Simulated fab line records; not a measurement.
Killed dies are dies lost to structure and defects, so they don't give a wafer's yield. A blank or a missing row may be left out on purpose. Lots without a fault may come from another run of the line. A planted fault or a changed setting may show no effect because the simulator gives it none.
Matching of chambers + flow n5Finfet + rieDiel-02 running N5_BEOL_M3_ETCH_69: 4 sister chambers
The step etches SiARC in CF4, target depth 15.6 nm, time 26 s. 4 wafers are shown with their chamber, then 8 later ones without.

WAFERS WITH THEIR CHAMBER
| wafer  | chamber | drypumpMotorCurrentA (A) |
|--------|---------|--------------------------|
| L079.3 | 0       | 5.0                      |
| L087.2 | 2       | 5.6                      |
| L087.5 | 1       | 6.5                      |
| L092.3 | 3       | 6.0                      |

WAFERS WHOSE CHAMBER IS MISSING
| wafer  | drypumpMotorCurrentA (A) |
|--------|--------------------------|
| L092.4 | 5.0                      |
| L092.5 | 6.0                      |
| L093.1 | 5.6                      |
| L093.2 | 6.5                      |
| L093.6 | 6.4                      |
| L095.2 | 6.5                      |
| L095.3 | 6.0                      |
| L095.6 | 6.4                      |

WHICH CHAMBER EACH WENT THROUGH
| wafer  | from the rows above | in truth |
|--------|---------------------|----------|
| L092.4 | 0                   | 0        |
| L092.5 | 3                   | 3        |
| L093.1 | 2                   | 2        |
| L093.2 | 1                   | 1        |
| L093.6 | 1                   | 1        |
| L095.2 | 1                   | 1        |
| L095.3 | 3                   | 3        |
| L095.6 | 1                   | 1        |
8 of 8 placed correctly. From these rows, 0 cannot be placed. Placed wrongly: 0.
How it was worked out, from the rows above alone: a wafer's distance from a chamber is the root of the sum, over the readings, of the square of ((its reading less the chamber's mean) divided by the reading's scatter). The wafer belongs to the nearest chamber; if the next one is less than 2 further off, it can't be placed. Each chamber's mean is taken over the wafers shown for it. The scatter (one wafer shown for each chamber): square how far every hidden wafer sits from the nearest shown wafer, average those squares and take the square root.
